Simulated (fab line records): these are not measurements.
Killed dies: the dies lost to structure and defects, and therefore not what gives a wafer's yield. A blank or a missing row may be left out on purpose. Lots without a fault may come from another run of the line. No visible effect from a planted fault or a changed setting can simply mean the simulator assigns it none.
fab line records	flow nand-harc
[record] lots = 5	wafers = 15	last-day = 33
route steps=1302 shown A_SGD_CUT@894 A_SLIT@922 END@1302
lots untouched by any fault: they come from a run of this same line in which no faults occurred
start-h: the number of hours between the record's first day and the start of the first shown wafer of the lot	wait-h: time in hours since the lot's previous step	" same as the row above	L1.1+2: a row that stands for several wafers	- no value, or no start given	* or withheld: withheld	< > ~ a bound
route shown NAME@n: NAME is a module with steps in the file, n the number in the route of the first one	usual: mean/standard deviation of fault-free wafers	same: alike in all rows	chamber/n: place in a boat	sites: the reading at each site	_std_site: the standard deviation of these	_edge_site: the outer-site mean with the inner-site mean subtracted	radius-mm: for every site, how far away it sits from the centre of the wafer	mask NAME#n: copy n	behind: the most recent tool/chamber to have shaped the wafer	hold: what put the lot on hold/how long, in hours/how the hold closed	device: the transistor (n, p or np) that didn't switch	end of line: at the end of the route, the tests of the same wafers	a step with no rows: only its recipe	killed: not the wafer's yield, but the dies lost to structure and defects at the first sort	map: dies across one wafer; x = killed, . = not, _ = none there
set.NAME: the setting that was run; set.NAME@STEP: the one run at that earlier step	model.NAME: the simulator's own value behind a step, which no gauge read
a table for each step, a row for each wafer; lots at some steps of the route
services: from which hour (start-h, from the record's first day; less than 0 if before it) a tool's chamber was out of use, for how many hours, and why
[[steps]]
[step NHARC_A_SGD_CUT_COAT_57]
[recipe] temp-c = 225	time-s = 65
[step NHARC_A_SGD_CUT_COAT_03]
[recipe] spin-rpm = 1500	resist-thk-nm = 90
[step NHARC_A_SGD_CUT_SOFTBAKE_04]
[recipe] temp-c = 105	time-s = 55
[step NHARC_A_SGD_CUT_EBR_05]
[step NHARC_A_SGD_CUT_EXPOSE_06]
[recipe] na = 1.35	dose-mj = 85.59	mask-id = SGD
[step NHARC_A_SGD_CUT_PEB_07]
[recipe] peb-temp-c = 100	peb-time-s = 65
[step NHARC_A_SGD_CUT_DEVELOP_08]
[recipe] develop-time-s = 35	dev-temp-c = 23
[step NHARC_A_SGD_CUT_CD_MEAS_09]
[recipe] target-cd-nm = 100	landing-energy-ev = 500
[usual] cd-nm = 99.8/0.77
lot.wafer	tool	chamber	start-h	wait-h	cd-nm
L267.1	cd-sem-01	0	452.66	-	99.1
L267.4	"	0	"	"	99.9
L267.5	"	0	"	"	99.4
L274.1	cd-sem-02	0	541.14	-	100.1
L274.2	"	0	"	"	98.9
L274.6	"	0	"	"	99.1
L276.1	cd-sem-01	0	543.99	-	99.4
L276.4	"	0	"	"	99.3
L276.6	"	0	"	"	99.8
L277.1	cd-sem-03	0	576.82	-	99.4
L277.2	"	0	"	"	99.4
L277.4	"	0	"	"	99.6
L287.1	cd-sem-02	0	666.13	-	99.2
L287.2	"	0	"	"	98.7
L287.4	"	0	"	"	99.8
[step NHARC_A_SGD_CUT_OVL_MEAS_10]
[usual] overlay-x-nm = -0.2/0.84	overlay-y-nm = 0.5/0.78
lot.wafer	tool	chamber	start-h	wait-h	overlay-x-nm	overlay-y-nm
L267.1	overlay-01	-	452.75	-	-0.9	1.7
L267.4	"	-	"	"	-0.6	1.8
L267.5	"	-	"	"	-0.7	1.4
L274.1	overlay-01	-	541.23	-	-0.3	0.4
L274.2	"	-	"	"	-0.3	0.1
L274.6	"	-	"	"	-0.3	0.2
L276.1	overlay-02	-	544.08	-	-0.4	2.4
L276.4	"	-	"	"	-1.0	1.8
L276.6	"	-	"	"	-0.7	2.0
L277.1	overlay-02	-	576.91	-	0.0	0.3
L277.2	"	-	"	"	0.2	-0.5
L277.4	"	-	"	"	0.0	0.5
L287.1	overlay-02	-	666.22	-	0.7	0.2
L287.2	"	-	"	"	0.8	0.8
L287.4	"	-	"	"	0.7	0.5
[step NHARC_A_SGD_CUT_INSPECT_11]
[usual] raw-defect-count = 55/28
lot.wafer	tool	chamber	start-h	wait-h	raw-defect-count
L267.1	defect-inspect-01	-	452.79	0.0	12
L267.4	"	-	"	"	17
L267.5	"	-	"	"	19
L274.1	defect-inspect-02	-	541.27	0.0	78
L274.2	"	-	"	"	57
L274.6	"	-	"	"	55
L276.1	defect-inspect-01	-	544.11	0.0	79
L276.4	"	-	"	"	73
L276.6	"	-	"	"	84
L277.1	defect-inspect-02	-	576.94	0.0	51
L277.2	"	-	"	"	53
L277.4	"	-	"	"	47
L287.1	defect-inspect-02	-	666.25	0.0	66
L287.2	"	-	"	"	53
L287.4	"	-	"	"	73
[step NHARC_A_SGD_CUT_DESCUM_14]
[recipe] time-s = 3	o2-flow-sccm = 200	ar-flow-sccm = 0	bias-power-w = 0	chemistry = O2
[usual] drypump-motor-current-A = 5.7/0.42	oes-product-au = 1.000/0.011	rf-vpp-V = 57.9/0.8	showerhead-plenum-p-Torr = 1.93/0.047	throttle-valve-pct = 11.312/0.0086
[same] bias-power-w = 0
lot.wafer	tool	chamber	start-h	wait-h	drypump-motor-current-A	oes-product-au	rf-hours-counter-h	rf-vpp-V	showerhead-plenum-p-Torr	throttle-valve-pct
L267.4	rie-diel-02	0	452.86	0.1	5.8	1.016	5	58.0	1.86	11.326
L267.1	"	1	"	"	5.4	1.012	5	58.1	1.98	11.304
L267.5	"	3	"	"	4.9	1.009	-	58.0	1.89	11.317
L274.2	rie-diel-02	3	541.33	0.1	5.0	0.998	13	57.6	1.89	11.318
L274.1	"	2	"	"	5.9	0.986	11	57.6	1.94	11.318
L274.6	"	3	"	"	5.0	1.011	-	56.9	1.89	11.302
L276.1	rie-diel-03	1	544.18	0.1	5.9	1.007	5	56.9	2.00	11.315
L276.4	"	2	"	"	6.3	0.988	5	59.2	1.98	11.316
L276.6	"	0	"	"	5.2	1.006	-	58.1	1.91	11.327
L277.1	rie-diel-11	3	577.01	0.1	5.5	1.003	5	56.3	1.96	11.309
L277.2	"	0	"	"	5.2	1.011	6	56.6	1.85	11.317
L277.4	"	1	"	"	6.4	1.017	6	57.4	1.91	11.319
L287.2	rie-diel-11	3	666.32	0.1	5.5	1.013	4	57.2	1.96	11.307
L287.4	"	0	"	"	5.2	1.020	3	56.4	1.84	11.319
L287.1	"	1	"	"	6.3	1.008	3	58.1	1.91	11.318
[step NHARC_A_SGD_CUT_ETCH_58]
[recipe] target-depth-a = 390	over-etch-frac = 0.3	time-s = 65	ion-energy-ev = 80	cf4-flow-sccm = 150	ar-flow-sccm = 0	rf-w = 300	bias-w = 100	chemistry = CF4
[usual] drypump-motor-current-A = 5.7/0.41	oes-product-au = 1.001/0.011	rf-vpp-V = 151.3/1	showerhead-plenum-p-Torr = 1.78/0.041	throttle-valve-pct = 13.284/0.0098
lot.wafer	tool	chamber	start-h	wait-h	drypump-motor-current-A	oes-product-au	rf-hours-counter-h	rf-vpp-V	showerhead-plenum-p-Torr	throttle-valve-pct
L267.4	rie-diel-02	0	452.94	0.1	5.8	1.005	5	150.4	1.72	13.289
L267.1	"	1	"	"	5.4	0.998	5	150.6	1.83	13.275
L267.5	"	0	"	"	5.8	1.002	-	151.2	1.72	13.277
L274.1	rie-diel-02	2	541.42	0.1	5.9	0.984	11	152.7	1.79	13.285
L274.2	"	3	"	"	4.9	1.019	13	150.2	1.75	13.274
L274.6	"	1	"	"	5.4	1.013	-	152.7	1.83	13.273
L276.1	rie-diel-03	1	544.26	0.1	5.9	1.011	5	152.5	1.84	13.309
L276.4	"	2	"	"	6.3	1.005	5	151.3	1.83	13.278
L276.6	"	1	"	"	5.9	1.011	-	152.3	1.84	13.288
L277.2	rie-diel-11	1	577.10	0.1	6.3	1.008	6	152.2	1.77	13.303
L277.1	"	2	"	"	6.1	0.980	6	152.3	1.80	13.280
L277.4	"	3	"	"	5.6	1.017	5	150.6	1.81	13.293
L287.4	rie-diel-11	3	666.40	0.1	5.5	0.999	4	152.1	1.80	13.267
L287.2	"	0	"	"	5.2	1.009	3	149.1	1.71	13.279
L287.1	"	2	"	"	6.0	0.980	3	152.1	1.80	13.285
[step NHARC_A_SGD_CUT_ETCH_59]
[recipe] target-depth-a = 2600	over-etch-frac = 0.25	time-s = 406.25	ion-energy-ev = 200	n2-flow-sccm = 150	h2-flow-sccm = 150	ar-flow-sccm = 0	rf-w = 400	bias-w = 150	chemistry = N2/H2
[usual] drypump-motor-current-A = 5.7/0.42	oes-product-au = 1.000/0.011	rf-vpp-V = 430.9/1.6	showerhead-plenum-p-Torr = 2.05/0.05	throttle-valve-pct = 14.171/0.0097
lot.wafer	tool	chamber	start-h	wait-h	drypump-motor-current-A	oes-product-au	rf-hours-counter-h	rf-vpp-V	showerhead-plenum-p-Torr	throttle-valve-pct
L267.1	rie-diel-02	3	453.03	-	5.0	1.008	6	430.0	2.02	14.180
L267.4	"	2	"	"	5.9	0.980	4	432.0	2.07	14.168
L267.5	"	3	"	"	5.0	1.004	-	429.1	2.02	14.178
L274.1	rie-diel-02	1	541.51	-	5.4	1.009	12	432.4	2.11	14.165
L274.2	"	0	"	"	5.8	0.991	12	427.6	1.98	14.177
L274.6	"	1	"	"	5.5	1.000	-	432.3	2.11	14.163
L276.1	rie-diel-03	0	544.35	-	5.2	1.008	5	430.2	2.04	14.182
L276.4	"	2	"	"	6.3	1.007	5	432.1	2.11	14.165
L276.6	"	0	"	"	5.2	1.004	-	430.1	2.04	14.171
L277.4	rie-diel-11	2	577.18	-	6.0	0.982	6	431.3	2.08	14.182
L277.2	"	3	"	"	5.5	0.991	5	430.6	2.09	14.172
L277.1	"	1	"	"	6.3	1.002	6	431.5	2.04	14.163
L287.2	rie-diel-11	0	666.49	-	5.2	1.009	3	428.0	1.96	14.160
L287.1	"	2	"	"	6.0	0.975	3	430.4	2.08	14.175
L287.4	"	3	"	"	5.6	0.995	4	432.4	2.09	14.182
[step NHARC_A_SGD_CUT_ETCH_15]
[recipe] target-depth-a = 750	time-s = 64.3	ch3f-flow-sccm = 50	o2-flow-sccm = 30	ar-flow-sccm = 200	rf-w = 500	bias-w = 100	chemistry = CH3F/O2
[step NHARC_A_SGD_CUT_ETCH_16]
[recipe] target-depth-a = 3105	time-s = 155.2	c4f8-flow-sccm = withheld	o2-flow-sccm = 8	ar-flow-sccm = withheld	rf-w = 600	bias-w = 800	chemistry = C4F8/O2/Ar
[step NHARC_A_SGD_CUT_STRIP_60]
[recipe] c4f8-flow-sccm = withheld	o2-flow-sccm = 8	ar-flow-sccm = withheld	bias-w = 0	chemistry = C4F8/O2/Ar
[step NHARC_A_SGD_CUT_STRIP_17]
[recipe] o2-flow-sccm = 500	ar-flow-sccm = 0	bias-w = 0	chemistry = O2
[step NHARC_A_SGD_CUT_PRECLEAN_18]
[recipe] time-s = *	temp-c = 50	bath-age-min = 0	chemistry = SC1
[step NHARC_A_SGD_CUT_SRD_19]
[step NHARC_A_SGD_CUT_DEP_20]
[recipe] target-thk-a = 1500	temp-c = 65	material = SiO2
[step NHARC_A_SGD_CUT_ANNEAL_27]
[recipe] temp-c = 450	time-s = 1800
[step NHARC_A_SGD_CUT_CMP_21]
[recipe] target-thk-nm = 148.19
[step NHARC_A_SGD_CUT_THK_MEAS_22]
[recipe] thk-meas-gauge = ellipsometry
[usual] thk-nm = 148.4/1.3
lot.wafer	tool	chamber	start-h	wait-h	thk-nm
L267.1	film-metro-02	-	459.02	0.2	149.7
L267.4	"	-	"	"	147.6
L267.5	"	-	"	"	147.4
L274.1	film-metro-01	-	545.62	0.2	148.4
L274.2	"	-	"	"	147.7
L274.6	"	-	"	"	147.3
L276.1	film-metro-02	-	551.03	0.2	145.4
L276.4	"	-	"	"	146.4
L276.6	"	-	"	"	145.9
L277.1	film-metro-02	-	581.97	0.2	149.3
L277.2	"	-	"	"	149.7
L277.4	"	-	"	"	147.4
L287.1	film-metro-02	-	672.95	0.2	146.6
L287.2	"	-	"	"	147.3
L287.4	"	-	"	"	148.8
[step NHARC_A_SGD_CUT_SRD_23]
[step NHARC_A_SGD_CUT_ETCH_26]
[recipe] target-depth-a = 458	chemistry = dHF	material = SiO2
[step NHARC_A_SGD_CUT_ETCHBACK_24]
[recipe] target-depth-a = 500	over-etch-frac = 0.3	time-s = 92.857	ion-energy-ev = 120	ch3f-flow-sccm = 50	o2-flow-sccm = 30	ar-flow-sccm = 200	rf-w = 500	bias-w = 100	chemistry = CH3F/O2
[usual] drypump-motor-current-A = 5.7/0.43	oes-product-au = 0.98/0.032	rf-vpp-V = 244.7/1.2	showerhead-plenum-p-Torr = 2.48/0.058	throttle-valve-pct = 20.663/0.0087
lot.wafer	tool	chamber	start-h	wait-h	drypump-motor-current-A	oes-product-au	rf-hours-counter-h	rf-vpp-V	showerhead-plenum-p-Torr	throttle-valve-pct
L267.4	rie-diel-02	0	459.26	0.2	5.8	0.92	6.6	244.6	2.39	20.679
L267.1	"	2	"	"	5.9	0.91	4.4	244.1	2.50	20.670
L267.5	"	0	"	"	5.8	0.93	-	244.1	2.39	20.654
L274.1	rie-diel-03	0	545.84	0.2	5.3	1.00	5.3	243.3	2.46	20.661
L274.2	"	2	"	"	6.3	1.00	5.2	247.5	2.54	20.671
L274.6	"	0	"	"	5.3	1.01	-	244.0	2.46	20.636
L276.1	rie-diel-11	2	551.26	0.1	6.0	0.98	3.7	245.2	2.51	20.660
L276.6	"	3	"	"	5.6	0.99	-	244.6	2.51	20.660
L276.4	"	0	"	"	5.3	1.01	-	243.2	2.38	20.660
L277.1	rie-diel-03	3	582.24	0.2	5.7	0.99	7.9	245.0	2.45	20.651
L277.2	"	0	"	"	5.3	1.00	8.1	242.7	2.46	20.663
L277.4	"	1	"	"	5.9	1.01	8.0	245.2	2.56	20.664
L287.1	rie-diel-03	1	673.17	0.1	5.9	0.99	1.6	244.7	2.56	20.667
L287.2	"	3	"	"	5.7	0.98	1.7	243.9	2.45	20.667
L287.4	"	0	"	"	5.3	1.00	1.8	244.8	2.46	20.675
[step NHARC_A_SGD_CUT_STRIP_28]
[recipe] time-s = 20	o2-flow-sccm = 500	ar-flow-sccm = 0	bias-w = 0	chemistry = O2
[step NHARC_A_SLIT_DEP_25]
[recipe] target-thk-a = 2000	temp-c = 400	pressure-torr = 6.5	rf-w = 900	teos-flow-sccm = 161.4	flow-sccm = 2650	target-thk-nm = 200	gas = O2	material = SiO2
[step NHARC_A_SLIT_DEP_00]
[recipe] target-thk-a = 62000	temp-c = 400	material = aC
[usual] throttle-valve-pct = 35.000/0.0094
lot.wafer	tool	chamber	start-h	wait-h	throttle-valve-pct
L267.1	acl-dep-03	0	460.23	-	34.991
L267.4	"	0	462.11	-	34.986
L267.5	"	0	"	"	35.008
L274.1	acl-dep-02	0	546.51	-	35.000
L274.2	"	0	"	"	34.983
L274.6	"	0	549.64	-	35.003
L276.1	acl-dep-03	0	551.95	-	35.002
L276.4	"	0	553.82	-	34.996
L276.6	"	0	555.06	-	35.006
L277.1	acl-dep-01	0	584.01	-	35.012
L277.2	"	0	"	"	35.007
L277.4	"	0	585.89	-	34.986
L287.1	acl-dep-01	0	673.85	-	35.010
L287.2	"	0	"	"	35.011
L287.4	"	0	675.77	-	35.000
[step NHARC_A_SLIT_DEP_23]
[recipe] target-thk-a = 1000	target-thk-nm = 100	temp-c = 400	pressure-torr = 3.5	flow-sccm = 200	rf-w = 350	material = SiON
[usual] heater-power-w = 759/84	showerhead-vpp-V = 1143/56
lot.wafer	tool	chamber	start-h	wait-h	heater-power-w	showerhead-vpp-V
L267.1	pecvd-01	0	464.04	3.2	730	1162
L267.4	"	2	"	"	853	1062
L267.5	"	1	"	"	766	1151
L274.1	pecvd-01	1	550.29	3.2	759	1189
L274.2	"	2	"	"	881	1073
L274.6	"	1	"	"	750	1137
L276.1	pecvd-01	2	555.76	3.2	758	1064
L276.6	"	0	"	"	682	1168
L276.4	"	1	"	"	826	1171
L277.2	pecvd-01	1	587.80	2.5	688	1158
L277.1	"	0	"	"	570	1191
L277.4	"	2	"	"	719	1070
L287.2	pecvd-02	1	677.71	2.6	796	1067
L287.1	"	0	"	"	728	1218
L287.4	"	0	"	"	730	1220
[step NHARC_A_SLIT_DEHYDRATE_01]
[recipe] temp-c = 150	time-s = 120
[step NHARC_A_SLIT_HMDS_02]
[recipe] time-s = 30
[step NHARC_A_SLIT_COAT_03]
[recipe] spin-rpm = 1500	resist-thk-nm = 90
[step NHARC_A_SLIT_SOFTBAKE_04]
[recipe] temp-c = 105	time-s = 55
[step NHARC_A_SLIT_EBR_05]
[step NHARC_A_SLIT_EXPOSE_06]
[recipe] na = 1.35	dose-mj = 60.82	mask-id = SLIT
[step NHARC_A_SLIT_PEB_07]
[recipe] peb-temp-c = 100	peb-time-s = 65
[step NHARC_A_SLIT_DEVELOP_08]
[recipe] develop-time-s = 35	dev-temp-c = 23
[step NHARC_A_SLIT_CD_MEAS_09]
[recipe] target-cd-nm = 300	landing-energy-ev = 500
[usual] cd-nm = 299.9/0.54
lot.wafer	tool	chamber	start-h	wait-h	cd-nm
L267.1	cd-sem-03	0	464.57	-	299.0
L267.4	"	0	"	"	299.7
L267.5	"	0	"	"	299.4
L274.1	cd-sem-01	0	551.12	-	299.7
L274.2	"	0	"	"	299.8
L274.6	"	0	"	"	299.7
L276.1	cd-sem-02	0	556.26	-	300.4
L276.4	"	0	"	"	299.6
L276.6	"	0	"	"	300.3
L277.1	cd-sem-02	0	588.48	-	299.5
L277.2	"	0	"	"	299.6
L277.4	"	0	"	"	299.7
L287.1	cd-sem-03	0	678.26	-	299.6
L287.2	"	0	"	"	299.6
L287.4	"	0	"	"	300.1
[step NHARC_A_SLIT_OVL_MEAS_10]
[usual] overlay-x-nm = -0.2/0.86	overlay-y-nm = 0.3/0.74
lot.wafer	tool	chamber	start-h	wait-h	overlay-x-nm	overlay-y-nm
L267.1	overlay-02	-	464.66	-	-0.6	-0.4
L267.4	"	-	"	"	0.0	-0.4
L267.5	"	-	"	"	-0.2	-0.1
L274.1	overlay-01	-	551.21	-	-0.6	-0.2
L274.2	"	-	"	"	-1.3	-0.2
L274.6	"	-	"	"	-0.5	0.1
L276.1	overlay-01	-	556.35	-	-0.8	-0.4
L276.4	"	-	"	"	-0.6	0.2
L276.6	"	-	"	"	-0.4	0.0
L277.1	overlay-01	-	588.57	-	-0.4	0.7
L277.2	"	-	"	"	-0.9	0.7
L277.4	"	-	"	"	-0.7	1.4
L287.1	overlay-01	-	678.35	-	0.7	1.1
L287.2	"	-	"	"	0.2	0.5
L287.4	"	-	"	"	0.1	0.9
[step NHARC_END_SORT_01]
[recipe] temp-c = 25
[usual] killed-at-array = 53/19	killed-at-other = 0.7/1.1	killed-at-periphery = 4.2/2.7	killed-dies = 58/18	killed-open = 3.1/1.9	killed-short = 2.5/1.6
[same] gross-dies = 677
lot.wafer	tool	chamber	start-h	wait-h	killed-at-array	killed-at-other	killed-at-periphery	killed-dies	killed-open	killed-short
L274.1	prober-02	0	662.46	2.5	146	1	5	152	2	1
L274.2	prober-02	0	663.26	2.8	114	4	5	123	5	3
L274.6	prober-02	0	666.44	4.0	138	0	5	143	2	1
// killed by level:class
L274.1 A_SGD_CUT:unspecified=104 A_CHANNEL_HOLE_D1:chamber-film-flake=18 A_STAIRCASE:chamber-film-flake=7 P_M1:chamber-film-flake=5 A_CONTACT:chamber-film-flake=5 A_BONDPAD:chamber-film-flake=4 A_SLIT:chamber-film-flake=3 A_DECK1_JOINT:chamber-film-flake=2
L274.2 A_SGD_CUT:unspecified=60 A_CHANNEL_HOLE_D1:chamber-film-flake=29 A_STAIRCASE:chamber-film-flake=5 A_CONTACT:chamber-film-flake=4 P_M1:chamber-film-flake=3 A_SLIT:chamber-film-flake=3 A_BONDPAD:chamber-film-flake=3 THIN_TSV:chamber-film-flake=3
L274.6 A_SGD_CUT:unspecified=104 A_CHANNEL_HOLE_D1:chamber-film-flake=17 A_CONTACT:chamber-film-flake=5 P_M1:chamber-film-flake=4 A_BONDPAD:chamber-film-flake=4 A_STAIRCASE:chamber-film-flake=3 A_DECK1_JOINT:geometric-particle:open=1 A_STAIRCASE:geometric-particle:short=1
// map L274.1 (x killed, . not)
____________.____________
_________......._________
_______..........._______
______..xx.........______
_____.x............._____
____.........x.......____
____.......x..x......____
___......x...xx.......___
___.........x..x.xxx..___
__...............x.....__
__...x.......x.xxxx.x..__
_...........x.xxxxx....._
_.....x....xxxxxxxxx.x.._
_..........xxxxxxxxxxx.._
_...........xxxxxxxxx..x_
_...........xxxxxxxxxx.._
...........x.xxxxxxxx....
......x.....xxxxxxxxx..x.
..........x.xxxxxxxxx....
............xxxxxxxxx.x..
.............xxxxx.x.....
_.............xxxxxx...._
_.x.............x..x...._
_............x....x....._
_...............x......._
_......................._
__..x..................__
__.....................__
___...................___
___.x.x...x...........___
____.......x.x.......____
____.......xx........____
_____.......x.x....._____
______.....x...x...______
_______...xxxxxx.._______
_________.xxxxx._________
____________x____________
// map L267.4 (x killed, . not)
____________.____________
_________......._________
_______.....xx...._______
______.............______
_____......x........_____
____x............x...____
____........x........____
___........xxxx.......___
___.........xx.x......___
__..........x..........__
__.....................__
_.......x...x..........._
_....................x.._
_..................x...._
_......................._
_......................._
.........................
......................x.x
.........................
.........................
........................x
_.....x................._
_......x................_
_.....................x._
_......................._
_.............x........._
__......x....x.........__
__.....................__
___...................___
___.........x...x.....___
____.................____
____...x..x..........____
_____........x......_____
______.....x.......______
_______x...x......_______
_________......._________
____________.____________
[[services]]
tool	chamber	start-h	hours	kind
rie-diel-02	2	430.09	14.6	repair
rie-diel-11	-	432.56	9.0	pm
rie-diel-02	1	436.58	1.5	repair
rie-diel-03	-	458.30	9.0	pm
rie-diel-02	0	461.74	5.5	repair
rie-diel-11	2	472.82	3.8	repair
acl-dep-03	-	487.10	13.0	pm
pecvd-01	-	492.18	13.0	pm
rie-diel-11	3	495.00	10.1	repair
rie-diel-03	3	512.88	5.3	repair
rie-diel-03	2	517.92	5.9	repair
rie-diel-11	1	548.59	10.7	repair
acl-dep-01	-	550.93	13.0	pm
rie-diel-11	3	552.14	9.7	repair
rie-diel-03	2	552.83	8.7	repair
rie-diel-11	0	557.83	9.0	repair
rie-diel-02	-	570.75	9.0	pm
rie-diel-11	-	609.56	9.0	pm
rie-diel-02	3	612.13	7.0	repair
rie-diel-03	3	612.93	2.5	repair
rie-diel-03	-	635.30	9.0	pm
pecvd-01	-	644.17	0.9	repair
acl-dep-03	-	669.76	13.0	pm
pecvd-01	-	673.18	13.0	pm
[[key]]
[first-sign] step = NHARC_END_SORT_01	reading = killed-dies	direction = up	sigmas = 4.4	usual = 58	struck = 139
[effect] step = NHARC_END_SORT_01	reading = killed-at-array	direction = up	sigmas = 4.3	usual = 53	struck = 133
[more-kills-born-at] NHARC_A_SGD_CUT_ETCH_59@rie-diel-02 = 264
met-at NHARC_A_SGD_CUT_ETCH_59
struck-wafers L274.1,L274.2,L274.6
tester-left-out L274
onset-between 453.03 541.51
also-fits NHARC_A_SGD_CUT_DESCUM_14:rie-diel-02,NHARC_A_SGD_CUT_ETCH_58:rie-diel-02,NHARC_A_SLIT_DEP_00:acl-dep-02
[fault] kind = chamber-particle-source	tool = rie-diel-02	chamber = -	onset-h = 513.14	steps = NHARC_A_SGD_CUT_ETCH_59	rate-per-visit-cm2 = 1.8909
// tester-left-out: of these lots the tester's yield and bins aren't shown, on N5 and GAA mostly nor the transistor test; their killed dies are dies lost to structure and defects alone, not to doping, threshold or leakage, so they don't give the yield
